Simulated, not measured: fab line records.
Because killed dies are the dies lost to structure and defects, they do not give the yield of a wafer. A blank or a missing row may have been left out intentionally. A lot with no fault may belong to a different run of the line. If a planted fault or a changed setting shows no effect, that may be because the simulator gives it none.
fab line records -- flow n5-finfet
record: lots: 7, wafers: 39
route steps=1938 shown ZERO_LAYER@11 SDB@369 GATE_CUT@510 BEOL_M0_SAQP@648 BEOL_M0@738 BEOL_M4@1037 BEOL_M6@1239 BEOL_M7@1329 BEOL_M11@1554 BEOL_M12@1602 MIM_BOT@1833 PAD_METAL@1896 PASSIVATION@1936
start-h: start of the lot's first displayed wafer, in hours after the record's first day -- wait-h: how many hours have passed since the lot's step before this one -- " the same as in the row above -- L1.1+2: one row covering several wafers at once -- - either no value or no given start -- * or withheld: withheld -- < > ~ a bound
route shown NAME@n: a module of which the file shows steps, and the number in the route of the first -- usual: mean and standard deviation over wafers with no fault -- same: alike in all rows -- chamber/n: place in a boat -- sites: each site's reading -- _std_site: standard deviation of those values -- _edge_site: outer sites' mean less inner sites' -- radius-mm: how far each site lies from the wafer's centre -- mask NAME#n: copy n -- behind: tool/chamber where the wafer was last shaped -- hold: why the lot was held/for how many hours/how that ended -- device: transistor that didn't switch, given as n, p or np -- end of line: at the end of the route, the tests of the same wafers -- where a step has no rows: the recipe by itself -- killed: at the first sort, the dies lost to defects and structure; wafer yield is something else -- map: per-die view of a wafer (x killed, . not killed, _ where there is no die)
set.NAME: setting as actually run; set.NAME@STEP: the setting as run at that earlier step -- model.NAME: the simulator's own value behind a step, which no gauge read
lots where settings were altered on purpose, with a table for each step and a row for each wafer
== steps ==
step: N5_ZERO_LAYER_DEVELOP_10
recipe: develop-time-s: 60, rinse-liquid: diw, dry: air-spin, dev-temp-c: 21
step: N5_SDB_CUT_ETCH_26
recipe: chemistry: HBr/Cl2/O2, target: Si, target-depth-a: 1296, bt-time-s: 20, mask-material: SiNx, time-s: 51.8, ion-energy-ev: *, bias-w: *, pressure-mtorr: 10, icp-w: 800, HBr_flow_sccm: 150, Cl2_flow_sccm: 80, O2_flow_sccm: 12
step: N5_GATE_CUT_ALD_22
recipe: material: SiNx, target-thk-a: 160, temp-c: 400, ald-precursor-family: SiH2I2, ald-co-reactant: N2/H2-plasma, pulse-time-s: 1, ald-cycles: 320, purge-time-s: 2, co-reactant-purge-time-s: 2, pressure-torr: 2
step: N5_BEOL_M0_SAQP_DEVELOP_13
recipe: develop-time-s: 30, developer: TMAH, resist: CAR-ArF, dev-temp-c: 23, rinse-liquid: diw, dry: air-spin
step: N5_BEOL_M0_SPUTTER_134
recipe: material: Cu, target-thk-a: 40, temp-c: -20, chamber-pressure-pa: 0.07, power-w: withheld, time-s: 7.37
step: N5_BEOL_M4_DESCUM_16
recipe: chemistry: O2, time-s: 7, source-power-w: 50, bias-power-w: 20, pressure-mtorr: 20, rf-frequency-hz: 2.712e+07, temp-c: 40, resist: CAR-EUV, o2-flow-sccm: 225
step: N5_BEOL_M6_TRENCH_ETCH_37
recipe: chemistry: C4F6/O2, target-depth-a: 944.35, target: SiCOH_lowk, time-s: 31.5, ion-energy-ev: 250, pressure-mtorr: 30, source-w: 345, bias-w: 185, Ar_flow_sccm: 300, C4F6_flow_sccm: 10, O2_flow_sccm: 10
step: N5_BEOL_M7_DEP_56
recipe: material: SiCN, target-thk-a: 100, temp-c: withheld, precursor: 3MS/NH3, pressure-torr: 3, rf-w: 202, time-s: 17.5
step: N5_BEOL_M11_ETCH_62
recipe: chemistry: N2/H2, target: SOC, target-depth-a: 1100, overetch-a: 220, mask-material: SiARC, temp-c: 40, time-s: 165, ion-energy-ev: 200, pressure-mtorr: 30, source-w: 840, bias-w: 150, n2-flow-sccm: 200, h2-flow-sccm: 200
step: N5_BEOL_M12_ILD_DEP_00
recipe: material: SiOC, target-thk-a: 6589.2, temp-c: 350, precursor: DEMS/O2, pressure-torr: 5, rf-w: 500, time-s: 130.7
step: N5_MIM_BOT_SPUTTER_00
recipe: material: TiN, target-thk-a: 350, temp-c: 200, power-w: 3000, chamber-pressure-pa: 0.49996, gas: Ar, reactive-partial-pa: 0.37997, time-s: 89.7
step: N5_PASSIVATION_AL_DEP_21
recipe: material: Al, target-thk-a: 28000, temp-c: 400, time-s: 170, power-w: 30000, chamber-pressure-pa: 0.4, gas: Ar
step: N5_PASSIVATION_PROBE_49
usual: killed_at_M4_up: 13/5.4
lot.wafer,tool,chamber,start-h,wait-h,set.develop-time-s@ZERO_LAYER_DEVELOP_10,set.target-depth-a@SDB_CUT_ETCH_26,set.ald-cycles@GATE_CUT_ALD_22,set.develop-time-s@BEOL_M0_SAQP_DEVELOP_13,set.target-thk-a@BEOL_M0_SPUTTER_134,set.time-s@BEOL_M4_DESCUM_16,set.target-depth-a@BEOL_M6_TRENCH_ETCH_37,set.target-thk-a@BEOL_M7_DEP_56,set.time-s@BEOL_M11_ETCH_62,set.target-thk-a@BEOL_M12_ILD_DEP_00,set.target-thk-a@MIM_BOT_SPUTTER_00,set.target-thk-a@PASSIVATION_AL_DEP_21,killed_at_M4_up
L074.1,prober-01,-,271.04,0.0,60,1848,320,30,40,4.888,694.8,100,165,6589.2,477.1,28000,16
L074.2,prober-01,-,271.09,0.1,60,1296,320,18.34,48.87,7,694.8,157.5,106.1,6589.2,350,28000,1071
L074.3,prober-01,-,271.14,0.1,60,1848,320,18.34,48.87,7,944.35,157.5,165,6589.2,350,42450,9
L074.4,prober-01,-,271.19,0.2,60,1848,320,30,40,7,944.35,100,106.1,6589.2,477.1,42450,1106
L074.5,prober-01,-,271.24,0.2,60,1296,320,30,48.87,4.888,694.8,100,165,6589.2,350,42450,12
L074.6,prober-01,-,271.29,0.3,60,1296,320,18.34,40,4.888,944.35,157.5,106.1,6589.2,477.1,28000,1098
L077.1,prober-01,-,291.46,0.0,38.8,1296,320,30,40,9.175,1432,156.3,165,6589.2,489.5,43450,31
L077.2,prober-01,-,291.51,0.1,38.8,1296,320,30,40,9.175,944.35,100,165,6589.2,489.5,43450,9
L077.3,prober-01,-,291.56,0.1,60,1296,320,14.64,40,7,944.35,156.3,202,6589.2,489.5,28000,14
L077.4,prober-01,-,291.61,0.2,60,1296,373,30,40,7,944.35,156.3,165,6589.2,350,28000,12
L077.5,prober-01,-,291.66,0.2,60,1296,373,14.64,40,7,1432,100,202,6589.2,350,28000,33
L077.6,prober-01,-,291.71,0.3,38.8,1296,373,14.64,40,9.175,1432,100,202,6589.2,350,43450,25
L080.2,prober-02,-,295.64,0.1,60,1296,320,30,40,7,944.35,100,165,6589.2,350,28000,26
L080.3,prober-02,-,295.69,0.1,60,1296,320,30,40,7,944.35,100,165,6589.2,350,28000,6
L080.6,prober-02,-,295.84,0.3,60,1296,320,30,40,7,944.35,100,165,6589.2,350,28000,5
L082.1,prober-02,-,314.45,0.0,60,1296,132,46.39,40,7,1203,139.8,115.6,2869,350,41670,1108
L082.2,prober-02,-,314.50,0.1,81.16,1296,132,30,40,10.27,944.35,139.8,165,6589.2,350,28000,16
L082.3,prober-02,-,314.55,0.1,81.16,1296,320,30,40,7,944.35,100,165,2869,350,28000,1103
L082.4,prober-02,-,314.60,0.2,81.16,1296,320,46.39,40,7,944.35,139.8,115.6,6589.2,350,41670,1026
L082.5,prober-02,-,314.65,0.2,60,1296,320,30,40,10.27,1203,100,165,2869,350,41670,1102
L082.6,prober-02,-,314.70,0.3,60,1296,132,46.39,40,10.27,1203,100,115.6,6589.2,350,28000,984
L088.1,prober-02,-,337.35,0.0,94.85,1296,470,30,40,7,944.35,100,165,5352,350,28000,13
L088.2,prober-02,-,337.40,0.1,94.85,1525,320,30,40,7,944.35,118.7,133.8,6589.2,212.2,15510,12
L088.3,prober-02,-,337.45,0.1,60,1296,320,15.86,40,2.895,944.35,118.7,165,5352,350,15510,7
L088.4,prober-02,-,337.50,0.2,60,1296,320,30,40,2.895,944.35,100,133.8,6589.2,350,28000,11
L088.5,prober-02,-,337.55,0.2,94.85,1525,470,15.86,40,2.895,944.35,100,133.8,5352,212.2,15510,11
L088.6,prober-02,-,337.60,0.3,60,1525,470,15.86,40,7,944.35,118.7,165,6589.2,212.2,28000,24
L095.1,prober-02,-,413.25,0.0,83.25,1296,320,30,20.49,7,944.35,100,77.82,6589.2,350,28000,1043
L095.2,prober-02,-,413.30,0.1,60,1296,263,21.41,20.49,11.17,944.35,127.9,165,5063,350,28000,5
L095.3,prober-02,-,413.35,0.1,60,1296,263,30,40,7,944.35,127.9,77.82,6589.2,350,41210,1061
L095.4,prober-02,-,413.40,0.2,83.25,1296,320,30,40,11.17,1189,100,165,6589.2,350,28000,8
L095.5,prober-02,-,413.45,0.2,60,1296,320,21.41,20.49,7,1189,100,165,5063,350,41210,15
L095.6,prober-02,-,413.50,0.3,83.25,1296,263,21.41,40,11.17,1189,127.9,77.82,5063,350,41210,1090
L096.1,prober-02,-,434.62,0.0,60,1296,320,30,40,5.853,645.4,100,165,6589.2,269.4,41170,16
L096.2,prober-02,-,434.67,0.1,82.8,1296,431,30,40,7,944.35,100,165,8588,269.4,41170,15
L096.3,prober-02,-,434.72,0.1,82.8,1296,431,43.58,23.9,5.853,645.4,100,165,8588,350,28000,22
L096.4,prober-02,-,434.77,0.2,60,1296,431,43.58,40,7,944.35,100,165,8588,350,28000,8
L096.5,prober-02,-,434.82,0.2,60,1296,320,43.58,23.9,7,645.4,100,165,6589.2,350,41170,18
L096.6,prober-02,-,434.87,0.3,82.8,1296,320,30,23.9,5.853,944.35,100,165,6589.2,269.4,28000,8
killed by level:class
L074.1 MIM_BOT:area-sputter=1056 STI_FIN_REVEAL:geometric-particle:open=20 MOL_CONTACT_COAG:geometric-particle:open=11 BEOL_M3:geometric-particle:open=10 FIN_SAQP:geometric-particle:open=8 BEOL_M0_SAQP:geometric-particle:open=7 GATE_CUT:geometric-particle:short=6 BEOL_M6:area-ecd=6
L074.2 BEOL_M11:area-etch=1066 BEOL_M1:geometric-particle:open=13 MOL_CONTACT_COAG:geometric-particle:open=12 FIN_SAQP:geometric-particle:open=11 BEOL_M3:geometric-particle:open=9 STI_FIN_REVEAL:geometric-particle:open=7 FIN_SAQP:geometric-particle:short=6 DUMMY_GATE:geometric-particle:open=5
L074.3 PASSIVATION:area-etch=1083 STI_FIN_REVEAL:geometric-particle:open=7 MOL_CONTACT_COAG:geometric-particle:open=7 BEOL_M0_SAQP:geometric-particle:open=7 DUMMY_GATE:geometric-particle:open=6 BEOL_M0_SAQP:geometric-particle:short=6 ILD0:geometric-particle:short=4 GATE_CUT:geometric-particle:open=4
L074.4 BEOL_M11:area-etch=1092 STI_FIN_REVEAL:geometric-particle:open=11 MOL_CONTACT_COAG:geometric-particle:open=6 BEOL_M0_SAQP:geometric-particle:short=6 MOL_CONTACT_COAG:geometric-particle:short=5 BEOL_M1:geometric-particle:open=5 BEOL_M2:geometric-particle:open=5 FIN_SAQP:geometric-particle:open=4
L074.5 PASSIVATION:area-etch=1065 FIN_SAQP:geometric-particle:open=16 STI_FIN_REVEAL:geometric-particle:open=15 FIN_SAQP:geometric-particle:short=10 MOL_CONTACT_COAG:geometric-particle:open=7 BEOL_M2:geometric-particle:open=7 BEOL_M0_SAQP:geometric-particle:open=6 DUMMY_GATE:geometric-particle:open=4
L074.6 BEOL_M11:area-etch=1085 MOL_CONTACT_COAG:geometric-particle:open=13 STI_FIN_REVEAL:geometric-particle:open=10 BEOL_M3:geometric-particle:open=9 BEOL_M0_SAQP:geometric-particle:short=7 FIN_SAQP:geometric-particle:open=6 DUMMY_GATE:geometric-particle:open=5 ILD0:geometric-particle:open=5
L077.1 MIM_BOT:area-sputter=1042 FIN_SAQP:geometric-particle:open=21 FIN_SAQP:geometric-particle:short=16 BEOL_M4:geometric-particle:open=13 BEOL_M6:area-etch=13 MOL_CONTACT_COAG:geometric-particle:open=12 STI_FIN_REVEAL:geometric-particle:open=8 MOL_CONTACT_COAG:geometric-particle:short=7
L077.2 MIM_BOT:area-sputter=1078 MOL_CONTACT_COAG:geometric-particle:open=13 BEOL_M1:geometric-particle:open=13 BEOL_M0_SAQP:geometric-particle:short=8 MOL_CONTACT_COAG:geometric-particle:short=5 FIN_SAQP:geometric-particle:short=5 GATE_CUT:geometric-particle:short=5 BEOL_M0_SAQP:geometric-particle:open=5
L077.3 MIM_BOT:area-sputter=1077 STI_FIN_REVEAL:geometric-particle:open=12 FIN_SAQP:geometric-particle:open=8 GATE_CUT:geometric-particle:open=8 FIN_SAQP:geometric-particle:short=7 MOL_CONTACT_COAG:geometric-particle:open=7 BEOL_M4:geometric-particle:open=7 GATE_CUT:geometric-particle:short=5
L077.4 DUMMY_GATE:geometric-particle:open=10 FIN_SAQP:geometric-particle:short=8 BEOL_M2:geometric-particle:open=7 BEOL_M1:geometric-particle:open=5 STARTING-WAFER:geometric-particle:short=5 ILD0:geometric-particle:open=4 STI_FIN_REVEAL:geometric-particle:open=3 ILD0:geometric-particle:short=3
L077.5 BEOL_M6:area-etch=22 FIN_SAQP:geometric-particle:short=16 STI_FIN_REVEAL:geometric-particle:open=11 DUMMY_GATE:geometric-particle:open=9 BEOL_M4:geometric-particle:open=8 MOL_CONTACT_COAG:geometric-particle:open=7 FIN_SAQP:geometric-particle:open=6 GATE_CUT:geometric-particle:short=6
L077.6 PASSIVATION:area-etch=1074 BEOL_M6:area-etch=11 BEOL_M0_SAQP:geometric-particle:open=10 BEOL_M4:geometric-particle:open=8 FIN_SAQP:geometric-particle:short=6 DUMMY_GATE:geometric-particle:open=6 MOL_CONTACT_COAG:geometric-particle:open=6 STI_FIN_REVEAL:geometric-particle:open=5
L080.2 STI_FIN_REVEAL:geometric-particle:open=12 FIN_SAQP:geometric-particle:short=11 MOL_CONTACT_COAG:geometric-particle:open=11 BEOL_M4:geometric-particle:open=11 FIN_SAQP:geometric-particle:open=6 BEOL_M0_SAQP:geometric-particle:short=6 STARTING-WAFER:geometric-particle:open=5 ILD0:geometric-particle:short=4
L080.3 STI_FIN_REVEAL:geometric-particle:open=19 BEOL_M0_SAQP:geometric-particle:open=8 FIN_SAQP:geometric-particle:open=6 FIN_SAQP:geometric-particle:short=5 STI_FIN_REVEAL:geometric-particle:short=5 MOL_CONTACT_COAG:geometric-particle:open=4 GATE_CUT:geometric-particle:open=3 GATE_CUT:geometric-particle:short=3
L080.6 MOL_CONTACT_COAG:geometric-particle:open=17 STI_FIN_REVEAL:geometric-particle:open=11 FIN_SAQP:geometric-particle:short=9 FIN_SAQP:geometric-particle:open=8 BEOL_M0_SAQP:geometric-particle:open=8 BEOL_M0:geometric-particle:open=7 BEOL_M0_SAQP:geometric-particle:short=4 DUMMY_GATE:geometric-particle:short=3
L082.1 BEOL_M11:area-etch=1037 BEOL_M12:area-dep=62 BEOL_M0_SAQP:geometric-particle:open=11 BEOL_M3:geometric-particle:open=9 MOL_CONTACT_COAG:geometric-particle:open=6 BEOL_M0_SAQP:geometric-particle:short=6 BEOL_M1:geometric-particle:open=6 STI_FIN_REVEAL:geometric-particle:open=5
L082.2 STI_FIN_REVEAL:geometric-particle:open=8 BEOL_M1:geometric-particle:open=8 BEOL_M3:geometric-particle:open=8 MOL_CONTACT_COAG:geometric-particle:open=7 BEOL_M4:geometric-particle:open=7 FIN_SAQP:geometric-particle:short=4 DUMMY_GATE:geometric-particle:open=3 ILD0:geometric-particle:short=3
L082.3 BEOL_M12:area-dep=1095 BEOL_M3:geometric-particle:open=10 BEOL_M0_SAQP:geometric-particle:open=8 MOL_CONTACT_COAG:geometric-particle:open=7 BEOL_M0_SAQP:geometric-particle:short=7 GATE_CUT:geometric-particle:short=6 BEOL_M1:geometric-particle:open=5 BEOL_M2:geometric-particle:open=5
L082.4 BEOL_M11:area-etch=1014 PASSIVATION:area-etch=63 BEOL_M3:geometric-particle:open=20 BEOL_M1:geometric-particle:open=10 FIN_SAQP:geometric-particle:open=6 FIN_SAQP:geometric-particle:short=6 GATE_CUT:geometric-particle:open=6 MOL_CONTACT_COAG:geometric-particle:open=6
L082.5 BEOL_M12:area-dep=1096 BEOL_M3:geometric-particle:open=13 BEOL_M0:geometric-particle:short=9 BEOL_M1:geometric-particle:open=7 GATE_CUT:geometric-particle:open=5 MOL_CONTACT_COAG:geometric-particle:open=5 BEOL_M0_SAQP:geometric-particle:open=4 STARTING-WAFER:geometric-particle:open=4
L082.6 BEOL_M11:area-etch=971 BEOL_M3:geometric-particle:open=14 BEOL_M0_SAQP:geometric-particle:open=10 BEOL_M1:geometric-particle:open=9 MOL_CONTACT_COAG:geometric-particle:open=8 BEOL_M0_SAQP:geometric-particle:short=8 FIN_SAQP:geometric-particle:short=6 GATE_CUT:geometric-particle:open=5
L088.1 MOL_CONTACT_COAG:geometric-particle:open=18 BEOL_M0_SAQP:geometric-particle:open=9 BEOL_M3:geometric-particle:open=8 MOL_CONTACT_COAG:geometric-particle:short=7 STI_FIN_REVEAL:geometric-particle:open=6 BEOL_M4:geometric-particle:open=5 DUMMY_GATE:geometric-particle:open=4 ILD0:geometric-particle:short=4
L088.2 MOL_CONTACT_COAG:geometric-particle:open=15 BEOL_M2:geometric-particle:open=10 BEOL_M0_SAQP:geometric-particle:open=9 BEOL_M3:geometric-particle:open=7 BEOL_M3:geometric-particle:short=6 FIN_SAQP:geometric-particle:open=5 DUMMY_GATE:geometric-particle:open=5 STI_FIN_REVEAL:geometric-particle:open=4
L088.3 BEOL_M0_SAQP:geometric-particle:open=16 BEOL_M0_SAQP:geometric-particle:short=13 BEOL_M2:geometric-particle:open=13 STI_FIN_REVEAL:geometric-particle:open=9 MOL_CONTACT_COAG:geometric-particle:open=9 BEOL_M3:geometric-particle:open=7 MOL_CONTACT_COAG:geometric-particle:short=6 FIN_SAQP:geometric-particle:short=5
L088.4 MOL_CONTACT_COAG:geometric-particle:open=15 BEOL_M0_SAQP:geometric-particle:short=14 STI_FIN_REVEAL:geometric-particle:open=12 FIN_SAQP:geometric-particle:short=11 ILD0:geometric-particle:short=7 MOL_CONTACT_COAG:geometric-particle:short=7 BEOL_M0_SAQP:geometric-particle:open=7 BEOL_M3:geometric-particle:open=6
L088.5 MOL_CONTACT_COAG:geometric-particle:open=26 STI_FIN_REVEAL:geometric-particle:open=7 BEOL_M0_SAQP:geometric-particle:short=7 MOL_CONTACT_COAG:geometric-particle:short=6 FIN_SAQP:geometric-particle:open=5 DUMMY_GATE:geometric-particle:open=4 BEOL_M0_SAQP:geometric-particle:open=4 STARTING-WAFER:geometric-particle:short=4
L088.6 MOL_CONTACT_COAG:geometric-particle:open=18 BEOL_M3:geometric-particle:open=11 BEOL_M0_SAQP:geometric-particle:open=10 BEOL_M0_SAQP:geometric-particle:short=10 BEOL_M4:geometric-particle:open=9 FIN_SAQP:geometric-particle:short=6 STI_FIN_REVEAL:geometric-particle:open=6 BEOL_M7:geometric-particle:open=5
L095.1 BEOL_M11:area-etch=1029 MOL_CONTACT_COAG:geometric-particle:open=22 BEOL_M0_SAQP:geometric-particle:short=12 BEOL_M0_SAQP:geometric-particle:open=8 BEOL_M0:interface-void-opened=8 BEOL_M3:geometric-particle:open=8 FIN_SAQP:geometric-particle:open=7 FIN_SAQP:geometric-particle:short=7
L095.2 BEOL_M0_SAQP:geometric-particle:open=16 FIN_SAQP:geometric-particle:short=10 BEOL_M0:interface-void-opened=9 STI_FIN_REVEAL:geometric-particle:open=8 BEOL_M1:geometric-particle:open=8 MOL_CONTACT_COAG:geometric-particle:open=7 STI_FIN_REVEAL:geometric-particle:short=6 BEOL_M0_SAQP:geometric-particle:short=6
L095.3 BEOL_M11:area-etch=1054 STI_FIN_REVEAL:geometric-particle:open=14 FIN_SAQP:geometric-particle:short=12 BEOL_M0_SAQP:geometric-particle:short=11 BEOL_M0_SAQP:geometric-particle:open=10 BEOL_M2:geometric-particle:open=10 FIN_SAQP:geometric-particle:open=9 BEOL_M1:geometric-particle:open=8
L095.4 BEOL_M0_SAQP:geometric-particle:short=14 MOL_CONTACT_COAG:geometric-particle:open=13 FIN_SAQP:geometric-particle:open=12 FIN_SAQP:geometric-particle:short=10 STI_FIN_REVEAL:geometric-particle:open=9 BEOL_M0_SAQP:geometric-particle:open=8 BEOL_M3:geometric-particle:open=7 BEOL_M1:geometric-particle:open=5
L095.5 PASSIVATION:area-etch=1042 STI_FIN_REVEAL:geometric-particle:open=14 BEOL_M0_SAQP:geometric-particle:open=13 FIN_SAQP:geometric-particle:short=10 BEOL_M0_SAQP:geometric-particle:short=9 MOL_CONTACT_COAG:geometric-particle:open=8 BEOL_M1:geometric-particle:open=8 GATE_CUT:geometric-particle:open=7
L095.6 BEOL_M11:area-etch=1077 MOL_CONTACT_COAG:geometric-particle:open=16 BEOL_M0_SAQP:geometric-particle:short=12 BEOL_M0_SAQP:geometric-particle:open=8 BEOL_M1:geometric-particle:open=8 BEOL_M2:geometric-particle:open=8 BEOL_M3:geometric-particle:short=6 BEOL_M4:geometric-particle:open=6
L096.1 PASSIVATION:area-etch=1080 FIN_SAQP:geometric-particle:short=16 STI_FIN_REVEAL:geometric-particle:open=13 MOL_CONTACT_COAG:geometric-particle:open=10 BEOL_M0_SAQP:geometric-particle:short=10 FIN_SAQP:geometric-particle:open=6 BEOL_M4:geometric-particle:open=6 BEOL_M0_SAQP:geometric-particle:open=4
L096.2 PASSIVATION:area-etch=1097 FIN_SAQP:geometric-particle:short=17 STI_FIN_REVEAL:geometric-particle:open=12 BEOL_M3:geometric-particle:short=9 BEOL_M0_SAQP:geometric-particle:short=6 BEOL_M0_SAQP:geometric-particle:open=5 ILD0:geometric-particle:short=4 FIN_SAQP:geometric-particle:open=3
L096.3 STI_FIN_REVEAL:geometric-particle:open=17 BEOL_M0_SAQP:geometric-particle:open=15 MOL_CONTACT_COAG:geometric-particle:open=11 BEOL_M3:geometric-particle:open=7 BEOL_M6:area-ecd=6 FIN_SAQP:geometric-particle:open=5 DUMMY_GATE:geometric-particle:open=5 ILD0:geometric-particle:open=5
L096.4 STI_FIN_REVEAL:geometric-particle:open=23 FIN_SAQP:geometric-particle:short=9 BEOL_M0_SAQP:geometric-particle:short=9 FIN_SAQP:geometric-particle:open=7 BEOL_M0_SAQP:geometric-particle:open=5 STI_FIN_REVEAL:geometric-particle:short=4 STARTING-WAFER:geometric-particle:open=4 BEOL_M3:geometric-particle:short=4
L096.5 PASSIVATION:area-etch=1078 BEOL_M0_SAQP:geometric-particle:open=11 STI_FIN_REVEAL:geometric-particle:open=10 BEOL_M0_SAQP:geometric-particle:short=9 MOL_CONTACT_COAG:geometric-particle:open=6 BEOL_M0:interface-void-opened=6 BEOL_M4:geometric-particle:open=5 FIN_SAQP:geometric-particle:short=4
L096.6 STI_FIN_REVEAL:geometric-particle:open=24 BEOL_M0_SAQP:geometric-particle:short=20 BEOL_M0_SAQP:geometric-particle:open=7 FIN_SAQP:geometric-particle:short=6 STI_FIN_REVEAL:geometric-particle:short=6 BEOL_M3:geometric-particle:short=6 BEOL_M3:geometric-particle:open=5 BEOL_M0:interface-void-opened=4
== key ==
split: step: N5_ZERO_LAYER_DEVELOP_10, setting: develop-time-s, stated-as: 60
response none clear
split: step: N5_SDB_CUT_ETCH_26, setting: target-depth-a, stated-as: 1296
response none clear
split: step: N5_GATE_CUT_ALD_22, setting: ald-cycles, stated-as: 320
response none clear
split: step: N5_BEOL_M0_SAQP_DEVELOP_13, setting: develop-time-s, stated-as: 30
response none clear
split: step: N5_BEOL_M0_SPUTTER_134, setting: target-thk-a, stated-as: 40
response none clear
split: step: N5_BEOL_M4_DESCUM_16, setting: time-s, stated-as: 7
response none clear
split: step: N5_BEOL_M6_TRENCH_ETCH_37, setting: target-depth-a, stated-as: 944.35
response none clear
split: step: N5_BEOL_M7_DEP_56, setting: target-thk-a, stated-as: 100
response none clear
split: step: N5_BEOL_M11_ETCH_62, setting: time-s, stated-as: 165
response: step: N5_PASSIVATION_PROBE_49, reading: killed_at_M4_up, slope: -22.9, per: 1%, together-with: all, explained: 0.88
split: step: N5_BEOL_M12_ILD_DEP_00, setting: target-thk-a, stated-as: 6589.2
response none clear
split: step: N5_MIM_BOT_SPUTTER_00, setting: target-thk-a, stated-as: 350
response none clear
split: step: N5_PASSIVATION_AL_DEP_21, setting: target-thk-a, stated-as: 28000
response none clear
